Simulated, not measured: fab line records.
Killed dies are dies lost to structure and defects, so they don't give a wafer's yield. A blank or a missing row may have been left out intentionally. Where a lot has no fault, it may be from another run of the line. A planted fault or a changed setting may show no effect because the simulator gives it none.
fab line records	flow n5Finfet
record lots=8	wafers=24	lastDay=18
route steps=1938 shown ZERO_LAYER@4 WELL_APT@30 PMOS_HMC_CHANNEL_EPI@57 BEOL_M4@1111 PASSIVATION@1936
lots that met no fault: from a run of the same line without faults
startH: hours from the record's opening day to when the first of the lot's shown wafers began	waitH: hours elapsed since this lot's preceding step	" the same as in the row above	L1.1+2: several wafers, shown together as one row	- no value present, or no start provided	* or withheld: withheld	< > ~ a bound
route shown NAME@n: names a module that has steps shown in the file, with the first one's number in the route	usual: the fault-free wafers' mean and standard deviation	same: alike in all rows	chamber/n: place in a boat	sites: the reading at each site	_std_site: how widely they spread, as a standard deviation	_edge_site: inner sites' mean taken away from outer sites' mean	radiusMm: for every site, how far away it sits from the centre of the wafer	mask NAME#n: copy n	behind: the last tool/chamber to shape the wafer	hold: why the lot was held/for how many hours/how that ended	device: which transistor (n, p or np) failed to switch	end of line: at the end of the route, the tests of the same wafers	a step with no rows: only its recipe	killed: at the first sort, the dies lost to defects and structure; wafer yield is something else	map: a wafer's dies, x killed, . not, _ none there
set.NAME: the run value of the setting; set.NAME@STEP: its run value at that earlier step	model.NAME: the simulator's own value behind a step, which no gauge read
a sample of lots followed through the steps of the route, with each step as a table and each wafer as a row
services: the hour from which a tool's chamber was out of use, counted from the record's first day as startH (under 0 if before that day), plus the number of hours and why
## steps
# step N5_ZERO_LAYER_PECVD_02
# recipe material=SiO2	targetThkA=100	tempC=400	precursor=SiH4/N2O	pressureTorr=0.75	rfW=275	timeS=6
# usual heaterPowerW=729/98	showerheadPlenumPTorr=8.17/0.18
lot.wafer	tool	chamber	startH	waitH	heaterPowerW	showerheadPlenumPTorr	sinceWetCleanH
L563.1	pecvd-02	2	12.28	0.0	834	8.07	143
L563.3	"	1	"	"	707	7.95	1622
L563.5	"	1	"	"	720	7.95	-
L566.2	pecvd-02	1	30.28	0.0	704	7.95	1640
L566.4	"	2	"	"	785	8.07	-
L566.5	"	0	"	"	670	8.00	-
L567.3	pecvd-02	1	36.28	0.0	592	7.95	1646
L567.5	"	2	"	"	803	8.07	-
L567.6	"	0	"	"	680	8.01	-
L573.2	pecvd-03	0	72.28	0.0	728	8.34	1139
L573.3	"	2	"	"	809	8.33	385
L573.6	"	2	"	"	835	8.35	-
L575.1	pecvd-01	1	84.28	0.0	712	8.40	1513
L575.2	"	0	"	"	597	8.01	233
L575.6	"	0	"	"	599	8.01	-
L582.4	pecvd-01	1	126.35	0.1	769	8.41	-
L582.5	"	0	"	"	637	8.00	-
L582.6	"	1	"	"	770	8.43	-
L585.1	pecvd-01	2	144.28	0.0	877	8.24	85
L585.2	"	1	"	"	697	8.40	1573
L585.4	"	0	"	"	567	7.98	-
L586.2	pecvd-01	0	150.28	0.0	660	8.00	299
L586.4	"	2	"	"	911	8.23	-
L586.6	"	1	"	"	766	8.37	-
# step N5_ZERO_LAYER_CD_MEAS_11
# recipe targetCdNm=2000	landingEnergyEv=500	detector=seInlens
# usual cdNm=2000.1/1.7
lot.wafer	tool	chamber	startH	waitH	cdNm
L563.1	cdSem-01	0	12.77	-	1996.7
L563.3	"	0	"	"	1998.1
L563.5	"	0	"	"	1998.5
L566.2	cdSem-02	0	30.77	-	2000.3
L566.4	"	0	"	"	1999.5
L566.5	"	0	"	"	2001.1
L567.3	cdSem-02	0	36.64	-	1999.9
L567.5	"	0	"	"	2002.3
L567.6	"	0	"	"	1996.6
L573.2	cdSem-01	0	72.77	-	1999.9
L573.3	"	0	"	"	1999.7
L573.6	"	0	"	"	2001.5
L575.1	cdSem-02	0	84.77	-	2001.5
L575.2	"	0	"	"	2000.4
L575.6	"	0	"	"	1998.2
L582.4	cdSem-03	0	126.84	-	2002.0
L582.5	"	0	"	"	2001.1
L582.6	"	0	"	"	2000.8
L585.1	cdSem-03	0	144.64	-	1997.0
L585.2	"	0	"	"	1999.6
L585.4	"	0	"	"	2001.9
L586.2	cdSem-03	0	150.64	-	1998.4
L586.4	"	0	"	"	2002.3
L586.6	"	0	"	"	2000.8
# step N5_ZERO_LAYER_STRIP_24
# recipe chemistry=O2	powerW=1000	tempC=250	overashFraction=0.3	pressureMtorr=1000	o2FlowSccm=6750
# usual drypumpMotorCurrentA=5.7/0.7	heaterPowerW=308/23	oesProductAu=0.646/0.004	stripTimeToEndpointS=43.85/0.11	tempC=249.99/0.18
lot.wafer	tool	chamber	startH	waitH	drypumpMotorCurrentA	heaterPowerW	oesProductAu	rfHoursCounterH	stripTimeToEndpointS	tempC
L563.1	plasmaAsher-02	0	13.02	0.1	4.9	279	0.649	62	43.80	249.67
L563.3	"	0	"	"	4.9	282	0.644	-	43.83	249.77
L563.5	"	0	"	"	4.9	279	0.642	-	43.94	249.89
L566.2	plasmaAsher-02	1	31.09	0.1	6.5	309	0.640	65	43.96	249.93
L566.4	"	0	"	"	4.9	277	0.640	-	44.05	249.93
L566.5	"	1	"	"	6.5	300	0.644	-	43.97	249.70
L567.3	plasmaAsher-02	0	36.91	0.1	4.9	290	0.644	-	43.94	249.93
L567.5	"	0	"	"	4.9	283	0.644	-	43.90	249.82
L567.6	"	1	"	"	6.5	309	0.646	-	43.86	249.98
L573.2	plasmaAsher-02	1	73.02	0.1	6.4	310	0.633	73	43.74	249.67
L573.3	"	1	"	"	6.4	304	0.641	-	43.94	249.91
L573.6	"	0	"	"	4.9	279	0.653	-	43.87	250.17
L575.1	plasmaAsher-02	1	85.02	0.1	6.4	316	0.648	76	43.81	249.98
L575.2	"	0	"	"	4.9	278	0.646	76	43.78	249.89
L575.6	"	0	"	"	4.9	283	0.638	-	43.82	249.73
L582.4	plasmaAsher-01	1	127.59	0.1	6.3	343	0.650	-	43.98	250.10
L582.5	"	0	"	"	5.2	319	0.647	-	43.87	249.89
L582.6	"	1	"	"	6.3	349	0.648	-	44.01	250.21
L585.1	plasmaAsher-01	0	145.30	0.1	5.2	311	0.653	52	43.95	249.99
L585.2	"	1	"	"	6.3	343	0.651	52	43.90	250.10
L585.4	"	1	"	"	6.3	344	0.646	-	43.90	249.76
L586.2	plasmaAsher-02	0	150.89	0.1	4.8	282	0.649	88	43.92	250.13
L586.4	"	0	"	"	4.9	281	0.655	-	43.96	249.73
L586.6	"	1	"	"	6.4	309	0.653	-	44.04	250.13
# step N5_ZERO_LAYER_INSPECT_20
# recipe inspectInstrument=darkfield	mode=postClean
# usual rawDefectCount=40/20
lot.wafer	tool	chamber	startH	waitH	rawDefectCount
L563.1	defectInspect-02	-	13.38	0.0	38
L563.3	"	-	"	"	47
L563.5	"	-	"	"	45
L566.2	defectInspect-02	-	31.48	0.0	13
L566.4	"	-	"	"	30
L566.5	"	-	"	"	20
L567.3	defectInspect-01	-	37.26	0.0	57
L567.5	"	-	"	"	73
L567.6	"	-	"	"	110
L573.2	defectInspect-01	-	73.38	0.0	401
L573.3	"	-	"	"	455
L573.6	"	-	"	"	40
L575.1	defectInspect-01	-	85.38	0.0	454
L575.2	"	-	"	"	33
L575.6	"	-	"	"	23
L582.4	defectInspect-02	-	127.94	0.0	15
L582.5	"	-	"	"	31
L582.6	"	-	"	"	44
L585.1	defectInspect-01	-	145.66	0.0	30
L585.2	"	-	"	"	27
L585.4	"	-	"	"	31
L586.2	defectInspect-01	-	151.25	0.0	37
L586.4	"	-	"	"	40
L586.6	"	-	"	"	32
# step N5_WELL_APT_INSPECT_10
# recipe mode=adi	inspectInstrument=macro
# usual rawDefectCount=1.9/1.4
lot.wafer	tool	chamber	startH	waitH	rawDefectCount
L563.1	defectInspect-02	-	13.86	0.0	3
L563.3	"	-	"	"	3
L563.5	"	-	"	"	2
L566.2	defectInspect-02	-	31.96	0.0	2
L566.4	"	-	"	"	2
L566.5	"	-	"	"	4
L567.3	defectInspect-02	-	37.63	0.0	0
L567.5	"	-	"	"	2
L567.6	"	-	"	"	2
L573.2	defectInspect-01	-	73.74	0.0	>300
L573.3	"	-	"	"	>300
L573.6	"	-	"	"	1
L575.1	defectInspect-01	-	85.87	0.0	>300
L575.2	"	-	"	"	3
L575.6	"	-	"	"	1
L582.4	defectInspect-01	-	128.42	0.0	2
L582.5	"	-	"	"	2
L582.6	"	-	"	"	2
L585.1	defectInspect-01	-	146.02	0.0	1
L585.2	"	-	"	"	0
L585.4	"	-	"	"	6
L586.2	defectInspect-02	-	151.61	0.0	2
L586.4	"	-	"	"	0
L586.6	"	-	"	"	2
# step N5_WELL_APT_INSPECT_38
# recipe inspectInstrument=darkfield	mode=postEpi
# usual rawDefectCount=13/4.9
lot.wafer	tool	chamber	startH	waitH	rawDefectCount
L563.1	defectInspect-02	-	17.00	0.5	11
L563.3	"	-	"	"	7
L563.5	"	-	"	"	13
L566.2	defectInspect-01	-	34.81	0.4	14
L566.4	"	-	"	"	17
L566.5	"	-	"	"	27
L567.3	defectInspect-02	-	40.70	0.3	26
L567.5	"	-	"	"	13
L567.6	"	-	"	"	15
L573.2	defectInspect-02	-	76.67	0.4	369
L573.3	"	-	"	"	402
L573.6	"	-	"	"	14
L575.1	defectInspect-02	-	88.66	0.5	395
L575.2	"	-	"	"	11
L575.6	"	-	"	"	10
L582.4	defectInspect-01	-	131.47	0.3	9
L582.5	"	-	"	"	19
L582.6	"	-	"	"	20
L585.1	defectInspect-01	-	149.00	0.7	9
L585.2	"	-	"	"	19
L585.4	"	-	"	"	16
L586.2	defectInspect-01	-	154.91	0.7	19
L586.4	"	-	"	"	11
L586.6	"	-	"	"	10
# step N5_PMOS_HMC_CHANNEL_EPI_HM_DEP_34
# recipe material=SiO2	targetThkA=360	tempC=400	precursor=TEOS/O2	pressureTorr=6.5	rfW=900	teosFlowSccm=161.4	gas=O2	flowSccm=2650	timeS=6.9
# usual heaterPowerW=514/84	showerheadPlenumPTorr=8.37/0.038	throttleValvePct=19.1/1
lot.wafer	tool	chamber	startH	waitH	heaterPowerW	showerheadPlenumPTorr	sinceWetCleanH	throttleValvePct
L563.1	pecvd-04	2	17.03	0.0	442	8.35	1990	18.5
L563.3	"	0	"	"	508	8.37	540	19.8
L563.5	"	0	"	"	509	8.35	-	19.7
L566.2	pecvd-03	0	34.84	0.0	551	8.40	1101	18.4
L566.4	"	0	"	"	555	8.40	-	18.5
L566.5	"	2	"	"	534	8.38	-	18.1
L567.3	pecvd-03	2	40.74	0.0	575	8.41	353	18.2
L567.5	"	2	"	"	573	8.38	-	17.8
L567.6	"	0	"	"	601	8.39	-	18.6
L573.2	pecvd-04	0	76.71	0.0	427	8.38	599	19.7
L573.3	"	1	"	"	431	8.38	1324	21.0
L573.6	"	0	"	"	416	8.37	-	19.6
L575.1	pecvd-04	1	88.70	0.0	489	8.38	1336	20.8
L575.2	"	0	"	"	433	8.36	611	19.4
L575.6	"	2	"	"	469	8.32	-	18.4
L582.4	pecvd-03	2	131.52	0.0	591	8.41	-	18.1
L582.5	"	1	"	"	600	8.42	-	18.9
L582.6	"	0	"	"	609	8.40	-	18.3
L585.1	pecvd-02	1	149.04	0.0	471	8.30	1759	18.5
L585.2	"	0	"	"	379	8.32	1034	19.5
L585.4	"	0	"	"	382	8.31	-	19.8
L586.2	pecvd-03	2	154.95	0.0	524	8.37	467	18.1
L586.4	"	1	"	"	690	8.42	-	19.1
L586.6	"	0	"	"	457	8.39	-	18.5
# step N5_BEOL_M4_RC_MEAS_101
# usual DIBL_N=36.4/1.6	DIBL_P=35.9/2	IOFF_N=0.152/0.03	IOFF_P=0.20/0.032	ION_N=670/12	ION_P=459/7.3	SS_N=71.6/0.55	SS_P=73.2/0.69	VT_N=251/3.5	VT_P=-252/3.2
lot.wafer	tool	chamber	startH	waitH	DIBL_N[mV/V]	DIBL_P[mV/V]	IOFF_N[nA/um]	IOFF_P[nA/um]	ION_N[uA/um]	ION_P[uA/um]	SS_N[mV/dec]	SS_P[mV/dec]	VT_N[mV]	VT_P[mV]
L563.1	prober-01	0	168.81	0.0	35.4	34.2	0.131	0.21	669	466	70.9	72.6	251	-247
L563.3	"	0	"	"	36.6	36.3	0.148	0.23	671	463	70.6	73.3	251	-247
L563.5	"	0	"	"	37.7	38.0	0.168	0.26	678	474	71.4	73.8	248	-246
L566.2	prober-01	0	190.88	0.2	36.8	34.9	0.133	0.21	655	459	71.6	73.7	252	-252
L566.4	"	0	"	"	39.9	38.3	0.198	0.25	687	467	72.0	73.9	247	-249
L566.5	"	0	"	"	39.2	38.4	0.181	0.25	683	464	71.8	73.7	248	-252
L567.3	prober-01	0	197.53	0.3	37.2	37.4	0.177	0.22	688	468	72.4	73.6	247	-248
L567.5	"	0	"	"	35.7	35.0	0.148	0.19	679	459	71.9	72.8	251	-252
L567.6	"	0	"	"	34.9	35.2	0.142	0.18	678	460	71.8	72.6	251	-250
L573.2	prober-01	0	232.05	0.2	38.4	38.2	0.192	0.23	686	466	72.0	73.5	248	-249
L573.3	"	0	"	"	35.7	35.4	0.151	0.20	686	472	72.2	73.9	253	-250
L573.6	"	0	"	"	38.5	37.9	0.189	0.23	682	467	72.3	73.2	249	-250
L575.1	prober-02	0	249.73	0.0	35.1	33.5	0.128	0.17	661	456	71.8	72.7	254	-253
L575.2	"	0	"	"	37.5	37.4	0.183	0.23	690	469	72.6	74.3	247	-249
L575.6	"	0	"	"	35.2	33.9	0.135	0.18	678	466	71.8	72.1	252	-250
L582.4	prober-01	0	285.52	0.5	36.0	36.9	0.172	0.20	681	468	72.0	73.3	247	-250
L582.5	"	0	"	"	36.4	37.4	0.175	0.21	680	466	71.5	73.0	249	-248
L582.6	"	0	"	"	37.2	37.1	0.193	0.21	684	462	72.3	73.7	248	-247
L586.2	prober-01	0	306.85	0.2	35.6	34.2	0.128	0.16	659	445	71.3	73.0	255	-257
L586.4	"	0	"	"	35.7	34.9	0.124	0.16	668	458	71.0	73.4	254	-258
L586.6	"	0	"	"	34.8	32.8	0.117	0.14	654	447	71.2	72.5	256	-261
L585.1	prober-02	0	311.21	0.0	35.3	35.4	0.135	0.19	671	458	71.7	73.6	255	-253
L585.2	"	0	"	"	36.3	35.6	0.160	0.20	667	452	72.3	73.2	253	-252
L585.4	"	0	"	"	34.5	35.5	0.127	0.20	664	464	71.1	73.2	254	-251
# step N5_PASSIVATION_PROBE_49
# usual defectLimitedYield=91.7/1.2	killed_at_M0_to_M3=33/9.5	killed_at_M4_up=13/4.9	killedAtContacts=13/6.6	killedAtFrontEnd=36/11	killedAtOther=3.0/2.6	killedDies=97/14	killedOnRim=13/3.8	killedOpen=65/11	killedShort=31/6.6	sort_bin_5_function=4.8/0.82	sort_bin_6_memory=3.1/0.58	sort_bin_8_speed=0.00/0.02	sortNPass=1083/14	sortYieldPct=91.7/1.2
# same grossDies=1180	killedAtBackSide=0	sort_bin_4_leakage[%]=0
lot.wafer	tool	chamber	startH	waitH	defectLimitedYield[%]	killed_at_M0_to_M3	killed_at_M4_up	killedAtContacts	killedAtFrontEnd	killedAtOther	killedDies	killedOnRim	killedOpen	killedShort	sort_bin_5_function[%]	sort_bin_6_memory[%]	sort_bin_8_speed[%]	sortNPass	sortYieldPct[%]
L573.2	prober-01	-	346.20	0.1	83.7	41	6	5	140	0	192	12	59	27	10.7	3.7	0	988	83.7
L573.3	prober-01	-	346.25	0.1	84.1	25	6	13	142	2	188	16	48	30	9.3	4.3	0.08	992	84.1
L573.6	prober-01	-	346.40	0.3	92.0	33	11	13	34	3	94	11	68	23	5.2	2.6	0	1086	92.0
L575.1	prober-02	-	349.38	0.0	83.0	29	13	3	155	1	201	14	61	28	10.9	3.8	0	979	83.0
L575.2	prober-02	-	349.43	0.1	90.9	34	7	9	56	1	107	13	68	36	4.9	3.5	0	1073	90.9
L575.6	prober-02	-	349.63	0.3	92.4	34	15	13	27	1	90	10	62	28	4.3	3.0	0	1090	92.4
# killed by level:class
L573.2 ZERO_LAYER:unspecified=105 STI_FIN_REVEAL:geometricParticle:open=12 FIN_SAQP:geometricParticle:open=10 BEOL_M1:geometricParticle:open=9 BEOL_M0_SAQP:geometricParticle:short=8 BEOL_M0_SAQP:geometricParticle:open=5 BEOL_M1:geometricParticle:short=5 BEOL_M2:geometricParticle:open=5
L573.3 ZERO_LAYER:unspecified=107 BEOL_M1:geometricParticle:open=9 FIN_SAQP:geometricParticle:open=7 MOL_CONTACT_COAG:geometricParticle:open=7 STI_FIN_REVEAL:geometricParticle:open=6 MOL_CONTACT_COAG:geometricParticle:short=5 BEOL_M3:geometricParticle:open=5 FIN_SAQP:geometricParticle:short=4
L573.6 MOL_CONTACT_COAG:geometricParticle:open=13 FIN_SAQP:geometricParticle:open=9 BEOL_M4:geometricParticle:open=6 BEOL_M1:geometricParticle:open=6 BEOL_M3:geometricParticle:open=6 FIN_SAQP:geometricParticle:short=5 STI_FIN_REVEAL:geometricParticle:open=5 DUMMY_GATE:geometricParticle:open=4
L575.1 ZERO_LAYER:unspecified=109 FIN_SAQP:geometricParticle:open=12 BEOL_M2:geometricParticle:open=10 FIN_SAQP:geometricParticle:short=9 GATE_CUT:geometricParticle:short=8 BEOL_M0_SAQP:geometricParticle:open=6 GATE_CUT:geometricParticle:open=5 BEOL_M1:geometricParticle:open=5
L575.2 FIN_SAQP:geometricParticle:open=19 BEOL_M0_SAQP:geometricParticle:short=14 FIN_SAQP:geometricParticle:short=10 BEOL_M0_SAQP:geometricParticle:open=8 STARTING-WAFER:geometricParticle:open=7 DUMMY_GATE:geometricParticle:open=6 MOL_CONTACT_COAG:geometricParticle:open=6 BEOL_M1:geometricParticle:open=4
L575.6 BEOL_M2:geometricParticle:open=11 MOL_CONTACT_COAG:geometricParticle:open=10 FIN_SAQP:geometricParticle:open=8 BEOL_M4:geometricParticle:open=8 FIN_SAQP:geometricParticle:short=6 BEOL_M0_SAQP:geometricParticle:short=5 BEOL_M1:geometricParticle:open=5 STI_FIN_REVEAL:geometricParticle:open=4
## services
tool	chamber	startH	hours	kind
pecvd-03	-	-1.98	3.3	repair
pecvd-01	2	27.80	2.1	scheduledDown
pecvd-01	2	30.02	-	clean
pecvd-01	2	30.02	-	consumableReplace:showerhead
pecvd-01	2	30.02	29.0	scheduledDown
pecvd-01	2	30.02	29.0	ventCycle
pecvd-03	0	42.43	5.5	scheduledDown
pecvd-04	1	47.23	2.1	scheduledDown
pecvd-03	1	54.84	2.1	scheduledDown
pecvd-03	-	75.68	0.7	repair
plasmaAsher-01	-	84.24	1.7	repair
pecvd-01	-	88.20	2.8	pm
pecvd-03	-	91.93	21.2	repair
plasmaAsher-02	-	95.24	4.0	repair
pecvd-01	1	101.06	6.6	repair
plasmaAsher-02	-	103.15	1.8	repair
pecvd-01	-	106.98	0.8	pm
pecvd-01	2	123.03	5.5	scheduledDown
pecvd-02	2	145.44	6.6	repair
pecvd-02	2	152.04	2.1	scheduledDown
## key
firstSign step=N5_ZERO_LAYER_INSPECT_20	reading=rawDefectCount	direction=up	sigmas=20	usual=40	struck=437
effect step=N5_WELL_APT_INSPECT_10	reading=rawDefectCount	direction=up	sigmas=99+	usual=1.9	struck=>300
effect step=N5_WELL_APT_INSPECT_38	reading=rawDefectCount	direction=up	sigmas=76	usual=13	struck=389
effect step=N5_PASSIVATION_PROBE_49	reading=killedAtFrontEnd	direction=up	sigmas=10	usual=36	struck=146
moreKillsBornAt N5_ZERO_LAYER_STRIP_24@plasmaAsher-02=321
metAt N5_ZERO_LAYER_STRIP_24
struckLots L573,L575
struckWafers L573.2,L573.3,L575.1
notActingAt N5_ZERO_LAYER_PECVD_02,N5_ZERO_LAYER_CD_MEAS_11,N5_PMOS_HMC_CHANNEL_EPI_HM_DEP_34
onsetBetween 36.91 73.02
fault kind=chamberParticleSource	tool=plasmaAsher-02	chamber=1	onsetH=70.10	steps=N5_ZERO_LAYER_STRIP_24	ratePerVisitCm2=0.59211	endH=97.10
